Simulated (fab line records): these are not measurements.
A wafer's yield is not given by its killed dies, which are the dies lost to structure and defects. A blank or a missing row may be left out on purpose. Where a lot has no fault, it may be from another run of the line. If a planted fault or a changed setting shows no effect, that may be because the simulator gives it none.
fab line records    flow n5-finfet    part 1 of 2: steps 1 to 4 of 6
[record] lots = 21  wafers = 63  last-day = 17
route steps=1938 shown FIN_SAQP@94 FIN_CUT@167
lots that met no fault: taken from a fault-free run of the same line
start-h: hours from the record's opening day to when the first of the lot's shown wafers began    wait-h: hours since the lot's step before    " identical to the entry in the row above    L1.1+2: one row covering several wafers at once    - no value, or no start given    * or withheld: withheld    < > ~ a bound
route shown NAME@n: names a module that has steps shown in the file, with the first one's number in the route    usual: mean/standard deviation of fault-free wafers    same: alike in all rows    chamber/n: place in a boat    sites: readings site by site    _std_site: standard deviation of those values    _edge_site: outer sites' mean less inner sites'    radius-mm: for every site, how far away it sits from the centre of the wafer    mask NAME#n: copy n    behind: the tool/chamber that last shaped the wafer    hold: reason for holding the lot/hours on hold/outcome of the hold    device: which transistor (n, p or np) failed to switch    end of line: the route-end tests of the same wafers    for a step that has no rows: nothing shown but its recipe    killed: at the first sort, the dies lost to defects and structure; wafer yield is something else    map: a wafer's dies, x killed, . not, _ none there
set.NAME: the setting the step ran with; set.NAME@STEP: the setting that earlier step ran with    model.NAME: the simulator's own value behind a step, which no gauge read
one table for each step of the route and one row for each wafer, over a sample of lots
services: from which hour (start-h, from the record's first day; less than 0 if before it) a tool's chamber was out of use, for how many hours, and why
[[steps]]
[step N5_FIN_SAQP_ALD_61]
[recipe] material = SiO2  target-thk-a = 40  temp-c = 300  ald-precursor-family = BDEAS  ald-co-reactant = O2-plasma  pulse-time-s = 1  purge-time-s = 2  co-reactant-purge-time-s = 2  ald-cycles = 43  pressure-torr = 2
[usual] heater-power-w = 449/38  precursor-pulse-height-rel = 1.001/0.02
lot.wafer  tool        chamber  start-h  wait-h  heater-power-w  precursor-pulse-height-rel
L074.3     ald-sin-02  1        21.18    0.0     433             0.988
L074.5     "           3        "        "       444             0.999
L074.6     "           0        "        "       442             0.995
L075.3     ald-sin-04  1        26.12    0.2     479             1.016
L075.4     "           3        "        "       454             1.001
L075.6     "           2        "        "       538             0.973
L076.3     ald-sin-02  3        32.60    0.0     443             1.010
L076.4     "           0        "        "       434             1.005
L076.6     "           0        "        "       416             0.983
L077.2     ald-sin-03  2        38.05    0.0     389             0.962
L077.5     "           2        "        "       381             1.000
L077.6     "           1        "        "       386             0.991
L078.1     ald-sin-02  1        44.76    0.0     443             0.995
L078.3     "           0        "        "       436             1.006
L078.6     "           1        "        "       443             1.011
L079.1     ald-sin-02  3        50.57    0.0     452             1.028
L079.3     "           1        "        "       436             0.979
L079.5     "           0        "        "       431             1.021
L080.1     ald-sin-04  0        57.39    0.8     436             1.016
L080.2     "           3        "        "       461             1.041
L080.4     "           1        "        "       503             1.008
L081.2     ald-sin-02  1        64.48    1.5     439             1.020
L081.5     "           3        "        "       450             1.046
L081.6     "           2        "        "       507             1.006
L083.3     ald-sin-03  2        74.76    0.0     394             0.992
L083.4     "           3        "        "       477             1.006
L083.5     "           1        "        "       388             0.992
L084.3     ald-sin-03  2        80.47    0.0     374             1.031
L084.4     "           3        "        "       484             1.000
L084.6     "           1        "        "       387             0.992
L085.2     ald-sin-03  1        86.07    0.0     402             1.002
L085.4     "           2        "        "       388             1.018
L085.5     "           3        "        "       494             0.981
L086.2     ald-sin-02  2        92.77    0.0     503             0.985
L086.3     "           1        "        "       437             0.993
L086.5     "           1        "        "       454             1.015
L087.3     ald-sin-02  1        99.41    1.5     434             0.999
L087.4     "           2        "        "       499             1.004
L087.5     "           1        "        "       448             0.959
L088.1     ald-sin-02  1        103.96   0.0     434             0.994
L088.3     "           0        "        "       442             1.035
L088.5     "           0        "        "       437             0.975
L090.2     ald-sin-02  3        116.76   0.0     430             1.023
L090.5     "           0        "        "       432             0.972
L090.6     "           3        "        "       456             0.992
L091.1     ald-sin-03  2        122.77   0.0     384             0.991
L091.2     "           1        "        "       398             1.021
L091.6     "           2        "        "       400             1.017
L092.1     ald-sin-02  2        129.33   0.0     506             1.015
L092.3     "           0        "        "       443             1.044
L092.4     "           3        "        "       441             0.982
L093.2     ald-sin-03  0        135.94   0.2     461             0.994
L093.4     "           1        "        "       408             1.018
L093.5     "           1        "        "       413             1.007
L095.2     ald-sin-02  1        146.33   0.0     428             1.008
L095.3     "           2        "        "       506             0.997
L095.5     "           0        "        "       436             1.036
L096.2     ald-sin-02  3        153.30   0.0     459             1.000
L096.4     "           2        "        "       506             0.965
L096.5     "           0        "        "       440             1.021
L097.1     ald-sin-02  2        158.95   0.2     503             1.016
L097.3     "           0        "        "       433             0.986
L097.5     "           1        "        "       445             1.019
[step N5_FIN_SAQP_HM_DEP_03]
[recipe] material = SiNx  target-thk-a = 380  temp-c = 400  precursor = SiH4/NH3/N2  pressure-torr = 1.5  rf-w = 300  time-s = 33.6
[usual] heater-power-w = 764/79  showerhead-plenum-p-Torr = 5.11/0.04  throttle-valve-pct = 40/3.4
lot.wafer  tool      chamber  start-h  wait-h  heater-power-w  showerhead-plenum-p-Torr  throttle-valve-pct
L074.3     pecvd-01  1        21.61    0.1     828             5.08                      46
L074.5     "         2        "        "       742             5.19                      37
L074.6     "         0        "        "       857             5.07                      36
L075.3     pecvd-03  1        26.54    0.1     895             5.07                      37
L075.4     "         2        "        "       652             5.12                      40
L075.6     "         1        "        "       920             5.08                      37
L076.3     pecvd-03  0        33.01    0.1     800             5.11                      39
L076.4     "         1        "        "       921             5.08                      37
L076.6     "         0        "        "       806             5.13                      39
L077.2     pecvd-03  2        38.57    0.2     624             5.14                      40
L077.5     "         1        "        "       831             5.06                      37
L077.6     "         2        "        "       615             5.13                      40
L078.1     pecvd-01  0        45.18    0.2     753             5.07                      36
L078.3     "         2        "        "       702             5.18                      37
L078.6     "         1        "        "       788             5.08                      46
L079.1     pecvd-02  0        51.00    0.2     787             5.09                      39
L079.3     "         2        "        "       703             5.07                      36
L079.5     "         1        "        "       801             5.14                      42
L080.1     pecvd-02  2        57.81    0.2     723             5.08                      36
L080.2     "         1        "        "       726             5.14                      42
L080.4     "         0        "        "       808             5.09                      39
L081.2     pecvd-03  2        64.96    0.2     628             5.13                      40
L081.5     "         0        "        "       798             5.12                      39
L081.6     "         2        "        "       610             5.13                      40
L083.3     pecvd-03  0        75.19    0.1     821             5.12                      39
L083.4     "         0        "        "       806             5.12                      39
L083.5     "         2        "        "       637             5.12                      40
L084.3     pecvd-02  2        80.88    0.1     725             5.08                      36
L084.4     "         0        "        "       714             5.09                      39
L084.6     "         2        "        "       682             5.08                      37
L085.2     pecvd-01  0        86.49    0.2     829             5.06                      36
L085.4     "         2        "        "       708             5.19                      37
L085.5     "         1        "        "       808             5.09                      46
L086.2     pecvd-02  2        93.31    0.2     731             5.08                      36
L086.3     "         1        "        "       774             5.14                      42
L086.5     "         1        "        "       793             5.13                      42
L087.3     pecvd-01  0        99.83    0.1     771             5.07                      36
L087.4     "         0        "        "       767             5.06                      36
L087.5     "         2        "        "       764             5.20                      37
L088.1     pecvd-02  1        104.39   0.2     663             5.14                      42
L088.3     "         2        "        "       654             5.08                      36
L088.5     "         1        "        "       694             5.14                      42
L090.2     pecvd-01  2        117.17   0.2     767             5.20                      37
L090.5     "         1        "        "       791             5.08                      46
L090.6     "         2        "        "       772             5.18                      37
L091.1     pecvd-01  2        123.19   0.2     844             5.20                      37
L091.2     "         1        "        "       755             5.08                      46
L091.6     "         2        "        "       874             5.21                      37
L092.1     pecvd-01  0        129.85   0.2     782             5.07                      36
L092.3     "         1        "        "       789             5.07                      46
L092.4     "         0        "        "       793             5.08                      36
L093.2     pecvd-03  1        136.38   0.2     798             5.06                      37
L093.4     "         1        "        "       794             5.07                      37
L093.5     "         2        "        "       602             5.12                      40
L095.2     pecvd-01  1        146.75   0.2     787             5.08                      46
L095.3     "         2        "        "       840             5.17                      38
L095.5     "         1        "        "       785             5.09                      46
L096.2     pecvd-02  0        153.73   0.2     780             5.10                      39
L096.4     "         0        "        "       790             5.08                      39
L096.5     "         1        "        "       663             5.12                      42
L097.1     pecvd-03  1        159.37   0.2     773             5.08                      37
L097.3     "         2        "        "       572             5.14                      40
L097.5     "         0        "        "       871             5.12                      39
[step N5_FIN_SAQP_HM_OPEN_73]
[recipe] chemistry = CHF3/O2  target = SiO2  stop-on = a-Si  target-depth-a = 120  over-etch-frac = 1.8  mask-material = SOC  time-s = 16.8  pressure-mtorr = 30  source-w = 650  bias-w = 170  Ar_flow_sccm = 200  CHF3_flow_sccm = 50  O2_flow_sccm = 5  ion-energy-ev = 200  ends = end-point
[usual] O2_flow_sccm = 5.001/0.016  drypump-motor-current-A = 5.7/0.49  oes_ar_750_au = 0.80/0.062  oes-product-au = 0.48/0.037  rf-vpp-V = 520/12  showerhead-plenum-p-Torr = 2.46/0.045  throttle-valve-pct = 18.87/0.24
lot.wafer  tool         chamber  start-h  wait-h  O2_flow_sccm  drypump-motor-current-A  oes_ar_750_au  oes-product-au  rf-hours-counter-h  rf-vpp-V  showerhead-plenum-p-Torr  throttle-valve-pct
L074.3     rie-diel-05  1        22.70    0.0     5.014         6.2                      0.91           0.55            28                  536       2.47                      18.89
L074.5     "            1        "        "       5.004         6.2                      0.92           0.54            -                   534       2.47                      18.90
L074.6     "            0        "        "       4.967         5.5                      0.84           0.50            -                   534       2.46                      19.07
L075.3     rie-diel-02  3        27.62    0.0     5.012         5.9                      0.83           0.49            74                  500       2.44                      19.04
L075.4     "            2        "        "       4.998         5.1                      0.76           0.46            142                 512       2.43                      19.26
L075.6     "            3        "        "       5.045         5.9                      0.83           0.48            -                   498       2.44                      19.03
L076.3     rie-diel-06  2        34.06    0.0     4.994         5.5                      0.84           0.50            63                  509       2.45                      18.65
L076.4     "            3        "        "       5.012         5.7                      0.90           0.53            38                  531       2.47                      18.92
L076.6     "            2        "        "       4.981         5.5                      0.84           0.50            -                   508       2.45                      18.68
L077.2     rie-diel-06  1        39.70    0.0     4.970         5.7                      0.73           0.43            157                 518       2.49                      18.83
L077.5     "            0        "        "       5.005         6.4                      0.75           0.45            -                   509       2.41                      19.08
L077.6     "            3        "        "       4.993         5.7                      0.89           0.53            -                   532       2.47                      18.94
L078.1     rie-diel-06  1        46.12    0.0     5.045         5.7                      0.73           0.44            159                 519       2.49                      18.83
L078.3     "            2        "        "       4.986         5.5                      0.83           0.50            67                  508       2.45                      18.66
L078.6     "            1        "        "       5.014         5.7                      0.73           0.44            -                   520       2.49                      18.85
L079.1     rie-diel-02  3        51.95    0.0     4.993         5.9                      0.82           0.48            82                  499       2.43                      19.07
L079.3     "            1        "        "       5.014         6.3                      0.73           0.43            186                 518       2.40                      18.65
L079.5     "            2        "        "       5.000         5.1                      0.75           0.46            -                   512       2.43                      19.28
L080.1     rie-diel-02  1        58.76    0.0     4.975         6.3                      0.74           0.44            188                 518       2.40                      18.65
L080.2     "            0        "        "       5.021         6.5                      0.92           0.55            20                  518       2.55                      18.73
L080.4     "            3        "        "       4.992         5.9                      0.82           0.48            84                  501       2.43                      19.05
L081.2     rie-diel-02  2        66.03    0.0     5.016         5.1                      0.75           0.45            156                 512       2.43                      19.30
L081.5     "            3        "        "       4.991         5.9                      0.82           0.48            -                   498       2.43                      19.06
L081.6     "            2        "        "       5.048         5.1                      0.75           0.45            -                   511       2.43                      19.29
L083.3     rie-diel-02  2        76.29    0.0     5.025         5.1                      0.75           0.44            160                 511       2.43                      19.28
L083.4     "            0        "        "       5.027         6.5                      0.91           0.55            26                  521       2.54                      18.75
L083.5     "            3        "        "       5.000         5.9                      0.81           0.47            -                   500       2.43                      19.07
L084.3     rie-diel-06  3        82.03    0.0     5.009         5.7                      0.87           0.52            55                  530       2.46                      18.97
L084.4     "            0        "        "       5.019         6.4                      0.74           0.44            166                 508       2.40                      19.10
L084.6     "            0        "        "       5.005         6.4                      0.74           0.44            -                   508       2.40                      19.13
L085.2     rie-diel-05  3        87.56    0.0     4.991         5.4                      0.86           0.52            58                  516       2.53                      18.51
L085.4     "            0        "        "       4.983         5.5                      0.81           0.49            85                  532       2.45                      19.07
L085.5     "            1        "        "       5.011         6.2                      0.88           0.53            -                   537       2.46                      18.93
L086.2     rie-diel-06  3        94.44    0.0     5.021         5.7                      0.86           0.51            58                  531       2.46                      18.96
L086.3     "            1        "        "       5.018         5.7                      0.73           0.43            174                 519       2.49                      18.88
L086.5     "            1        "        "       5.023         5.7                      0.73           0.43            -                   519       2.49                      18.86
L087.3     rie-diel-05  0        100.91   0.0     5.007         5.5                      0.81           0.47            89                  532       2.45                      19.09
L087.4     "            3        "        "       4.993         5.4                      0.86           0.51            62                  514       2.53                      18.50
L087.5     "            2        "        "       4.995         4.9                      0.75           0.46            -                   535       2.50                      18.52
L088.1     rie-diel-02  1        105.49   0.0     5.015         6.2                      0.73           0.43            204                 517       2.39                      18.68
L088.3     "            2        "        "       5.010         5.1                      0.74           0.44            169                 512       2.42                      19.31
L088.5     "            0        "        "       5.009         6.6                      0.89           0.54            -                   519       2.54                      18.77
L090.2     rie-diel-02  3        118.12   0.0     4.980         5.9                      0.79           0.46            105                 499       2.42                      19.09
L090.5     "            1        "        "       5.008         6.3                      0.72           0.43            -                   517       2.39                      18.67
L090.6     "            0        "        "       5.030         6.5                      0.88           0.52            -                   517       2.54                      18.75
L091.1     rie-diel-05  3        124.28   0.0     4.980         5.4                      0.85           0.50            69                  515       2.53                      18.52
L091.2     "            1        "        "       4.997         6.2                      0.86           0.51            61                  536       2.45                      18.95
L091.6     "            1        "        "       4.972         6.2                      0.86           0.51            -                   534       2.45                      18.93
L092.1     rie-diel-05  1        130.96   0.0     4.996         6.2                      0.86           0.51            64                  536       2.45                      18.95
L092.3     "            2        "        "       5.008         4.9                      0.74           0.45            169                 537       2.50                      18.54
L092.4     "            0        "        "       4.994         5.5                      0.80           0.48            100                 533       2.44                      19.12
L093.2     rie-diel-05  0        137.65   0.0     5.017         5.5                      0.80           0.47            102                 531       2.44                      19.11
L093.4     "            1        "        "       4.990         6.2                      0.86           0.51            66                  536       2.45                      18.95
L093.5     "            0        "        "       5.022         5.5                      0.80           0.47            -                   532       2.44                      19.11
L095.2     rie-diel-02  3        148.30   0.0     4.995         5.9                      0.78           0.46            113                 499       2.42                      19.10
L095.3     "            1        "        "       5.011         6.3                      0.71           0.42            217                 517       2.39                      18.71
L095.5     "            2        "        "       5.000         5.1                      0.73           0.44            -                   512       2.42                      19.36
L096.2     rie-diel-05  2        155.25   0.0     5.009         4.9                      0.73           0.44            178                 535       2.49                      18.55
L096.4     "            3        "        "       5.002         5.5                      0.84           0.50            80                  515       2.52                      18.52
L096.5     "            3        "        "       5.008         5.5                      0.84           0.50            -                   518       2.52                      18.54
L097.1     rie-diel-05  0        160.32   0.0     4.990         5.5                      0.79           0.47            110                 532       2.44                      19.14
L097.3     "            2        "        "       5.006         4.9                      0.73           0.44            180                 535       2.49                      18.54
L097.5     "            1        "        "       4.984         6.2                      0.84           0.50            -                   536       2.45                      18.95
[step N5_FIN_SAQP_ETCH_57]
[recipe] chemistry = CH3F/O2  target = SiNx  mask-material = SiO2  target-depth-a = 325  time-s = 46.4  pressure-mtorr = 30  source-w = 395  bias-w = 73  Ar_flow_sccm = 150  CH3F_flow_sccm = 30  O2_flow_sccm = 20  ion-energy-ev = 120  ends = cleared
[usual] O2_flow_sccm = 19.99/0.064  drypump-motor-current-A = 5.7/0.49  etch-rf-on-time-s = 46.1/1  oes_ar_750_au = 0.81/0.061  oes-product-au = 0.68/0.054  rf-vpp-V = 295/6.5  showerhead-plenum-p-Torr = 2.04/0.038  throttle-valve-pct = 16.36/0.23
lot.wafer  tool         chamber  start-h  wait-h  O2_flow_sccm  drypump-motor-current-A  etch-rf-on-time-s  oes_ar_750_au  oes-product-au  rf-hours-counter-h  rf-vpp-V  showerhead-plenum-p-Torr  throttle-valve-pct
L074.3     rie-diel-06  1        24.85    0.0     19.90         5.7                      44.5               0.74           0.63            151                 296       2.07                      16.34
L074.5     "            2        "        "       19.97         5.5                      45.9               0.84           0.72            -                   289       2.03                      16.15
L074.6     "            3        "        "       19.98         5.7                      44.6               0.90           0.78            -                   301       2.05                      16.42
L075.3     rie-diel-06  1        29.78    0.3     20.05         5.7                      45.5               0.74           0.63            153                 294       2.07                      16.33
L075.4     "            3        "        "       20.00         5.7                      45.7               0.90           0.76            37                  302       2.05                      16.42
L075.6     "            0        "        "       19.98         6.4                      47.8               0.76           0.63            -                   288       2.00                      16.58
L076.3     rie-diel-05  1        36.51    0.3     20.01         6.2                      46.6               0.90           0.78            32                  304       2.05                      16.37
L076.4     "            3        "        "       19.99         5.5                      46.5               0.88           0.76            41                  292       2.12                      15.99
L076.6     "            2        "        "       20.07         4.9                      47.0               0.77           0.66            -                   304       2.08                      16.01
L077.2     rie-diel-02  1        42.62    0.3     20.00         6.3                      46.1               0.74           0.62            182                 295       1.99                      16.17
L077.5     "            1        "        "       20.00         6.3                      46.5               0.74           0.63            -                   293       1.99                      16.16
L077.6     "            2        "        "       20.01         5.1                      47.7               0.76           0.64            -                   290       2.02                      16.75
L078.1     rie-diel-06  3        47.98    0.0     19.97         5.7                      44.7               0.88           0.75            43                  300       2.05                      16.41
L078.3     "            1        "        "       20.03         5.7                      44.4               0.74           0.62            159                 294       2.07                      16.33
L078.6     "            0        "        "       20.12         6.4                      45.4               0.75           0.63            -                   288       2.00                      16.60
L079.1     rie-diel-05  0        53.80    0.0     20.01         5.5                      43.5               0.83           0.71            74                  301       2.03                      16.54
L079.3     "            2        "        "       19.98         4.9                      44.0               0.75           0.66            144                 302       2.08                      16.03
L079.5     "            0        "        "       19.93         5.5                      43.6               0.83           0.71            -                   303       2.03                      16.54
L080.1     rie-diel-06  1        60.98    0.2     19.99         5.7                      45.3               0.73           0.63            163                 296       2.07                      16.35
L080.2     "            3        "        "       19.92         5.7                      44.3               0.88           0.74            47                  301       2.05                      16.44
L080.4     "            2        "        "       20.18         5.5                      46.4               0.83           0.70            71                  288       2.03                      16.17
L081.2     rie-diel-02  3        68.41    0.0     20.01         5.9                      45.7               0.82           0.68            88                  285       2.02                      16.56
L081.5     "            0        "        "       20.07         6.6                      45.3               0.92           0.77            -                   295       2.11                      16.20
L081.6     "            3        "        "       20.08         5.9                      46.0               0.81           0.68            -                   283       2.02                      16.57
L083.3     rie-diel-06  1        78.40    0.2     20.11         5.7                      46.3               0.73           0.61            170                 294       2.07                      16.36
L083.4     "            0        "        "       19.90         6.4                      47.0               0.74           0.62            164                 289       1.99                      16.62
L083.5     "            2        "        "       20.02         5.5                      47.9               0.83           0.69            -                   287       2.03                      16.20
L084.3     rie-diel-02  3        84.19    0.0     20.02         5.9                      47.3               0.81           0.67            94                  283       2.02                      16.59
L084.4     "            0        "        "       19.96         6.5                      46.3               0.90           0.77            29                  296       2.11                      16.20
L084.6     "            0        "        "       19.94         6.5                      46.2               0.90           0.77            -                   295       2.11                      16.20
L085.2     rie-diel-05  2        91.15    0.1     19.96         4.9                      45.8               0.75           0.64            155                 303       2.08                      16.04
L085.4     "            1        "        "       19.98         6.2                      45.2               0.88           0.75            50                  303       2.04                      16.40
L085.5     "            1        "        "       19.95         6.2                      46.1               0.88           0.75            -                   305       2.04                      16.39
L086.2     rie-diel-05  0        97.11    0.2     19.89         5.5                      44.1               0.81           0.71            89                  302       2.03                      16.57
L086.3     "            1        "        "       20.01         6.2                      46.0               0.87           0.75            52                  305       2.04                      16.40
L086.5     "            2        "        "       19.95         4.9                      46.2               0.75           0.65            -                   304       2.08                      16.05
L087.3     rie-diel-06  2        103.42   0.0     20.09         5.5                      46.1               0.81           0.69            86                  289       2.02                      16.20
L087.4     "            3        "        "       19.99         5.7                      45.3               0.86           0.74            61                  302       2.05                      16.47
L087.5     "            2        "        "       19.96         5.5                      46.9               0.82           0.69            -                   289       2.02                      16.22
L088.1     rie-diel-02  2        107.34   0.0     19.99         5.1                      46.0               0.73           0.63            170                 290       2.01                      16.81
L088.3     "            1        "        "       19.93         6.3                      44.6               0.72           0.61            204                 293       1.98                      16.21
L088.5     "            2        "        "       20.04         5.1                      45.8               0.74           0.63            -                   291       2.01                      16.79
L090.2     rie-diel-02  0        120.06   0.0     20.05         6.5                      45.4               0.88           0.75            40                  296       2.11                      16.25
L090.5     "            1        "        "       19.97         6.3                      47.0               0.72           0.61            -                   293       1.98                      16.22
L090.6     "            0        "        "       20.05         6.5                      46.6               0.89           0.75            -                   295       2.11                      16.23
L091.1     rie-diel-05  3        126.15   0.0     20.01         5.5                      45.3               0.84           0.72            70                  292       2.11                      16.05
L091.2     "            1        "        "       19.93         6.2                      46.0               0.86           0.74            62                  304       2.04                      16.41
L091.6     "            1        "        "       20.04         6.2                      45.8               0.86           0.74            -                   306       2.04                      16.43
L092.1     rie-diel-05  3        132.89   0.1     20.01         5.4                      45.9               0.85           0.72            73                  294       2.10                      16.07
L092.3     "            2        "        "       20.04         4.9                      46.6               0.74           0.65            170                 301       2.07                      16.07
L092.4     "            0        "        "       20.07         5.5                      45.4               0.80           0.69            101                 301       2.03                      16.60
L093.2     rie-diel-02  2        139.55   0.0     19.99         5.1                      47.7               0.73           0.62            180                 291       2.01                      16.83
L093.4     "            0        "        "       20.07         6.5                      46.6               0.87           0.74            45                  294       2.11                      16.25
L093.5     "            3        "        "       19.98         5.9                      46.2               0.79           0.66            -                   282       2.01                      16.62
L095.2     rie-diel-02  3        150.17   0.0     19.93         5.9                      46.4               0.78           0.66            113                 284       2.01                      16.63
L095.3     "            0        "        "       20.01         6.6                      46.1               0.88           0.75            47                  294       2.11                      16.26
L095.5     "            0        "        "       19.94         6.5                      46.8               0.87           0.74            -                   294       2.11                      16.25
L096.2     rie-diel-05  2        157.17   0.0     20.05         4.9                      45.4               0.74           0.63            179                 304       2.07                      16.08
L096.4     "            1        "        "       19.99         6.2                      46.1               0.85           0.72            74                  305       2.04                      16.45
L096.5     "            1        "        "       20.01         6.2                      47.9               0.84           0.71            -                   305       2.04                      16.44
L097.1     rie-diel-05  0        162.37   0.1     20.12         5.5                      45.4               0.80           0.68            111                 302       2.02                      16.61
L097.3     "            2        "        "       19.89         4.9                      46.6               0.73           0.63            181                 303       2.07                      16.08
L097.5     "            1        "        "       19.90         6.2                      46.6               0.85           0.72            -                   304       2.04                      16.46
